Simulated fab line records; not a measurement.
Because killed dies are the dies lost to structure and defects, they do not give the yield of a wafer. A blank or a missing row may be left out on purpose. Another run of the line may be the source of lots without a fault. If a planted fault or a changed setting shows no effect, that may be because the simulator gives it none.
Chamber matching / flow n5_finfet / N5_STI_FIN_REVEAL_ALD_00 on ald_sin-02: 4 sister chambers
The step deposits SiO2, target thk 1 nm, pulse time 1 s. 4 wafers are shown with their chamber, then 8 later ones without.

== WAFERS, EACH WITH ITS CHAMBER ==
wafer=L086.2; chamber=2; heater_power_w (W)=478
wafer=L086.3; chamber=1; heater_power_w (W)=478
wafer=L086.5; chamber=3; heater_power_w (W)=420
wafer=L087.2; chamber=0; heater_power_w (W)=406

== WAFERS WITHOUT THEIR CHAMBER ==
wafer=L087.3; heater_power_w (W)=409
wafer=L087.6; heater_power_w (W)=486
wafer=L090.2; heater_power_w (W)=400
wafer=L090.5; heater_power_w (W)=402
wafer=L090.6; heater_power_w (W)=468
wafer=L096.2; heater_power_w (W)=402
wafer=L096.4; heater_power_w (W)=485
wafer=L096.5; heater_power_w (W)=474

== EACH ONE'S CHAMBER ==
wafer=L087.3; from the rows above=can't be placed: 0 or 3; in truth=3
wafer=L087.6; from the rows above=can't be placed: 1 or 2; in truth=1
wafer=L090.2; from the rows above=0; in truth=0
wafer=L090.5; from the rows above=0; in truth=0
wafer=L090.6; from the rows above=can't be placed: 1 or 2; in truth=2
wafer=L096.2; from the rows above=0; in truth=0
wafer=L096.4; from the rows above=can't be placed: 1 or 2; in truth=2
wafer=L096.5; from the rows above=can't be placed: 1 or 2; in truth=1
Placed correctly: 3 of 8. Can't be placed from these rows: 5 (the true chamber is among the candidates in 5). Placed wrongly: 0.
How it was worked out, from the rows above alone: a wafer's distance from a chamber is the root of the sum, over the readings, of the square of ((its reading less the chamber's mean) divided by the reading's scatter). The wafer belongs to the nearest chamber; if the next one is less than 2 further off, it can't be placed. For every chamber, the mean is computed from those of its wafers that are shown. The scatter: with one shown wafer a chamber, the root of the mean of the squares of how far each hidden wafer lies from its nearest shown one.
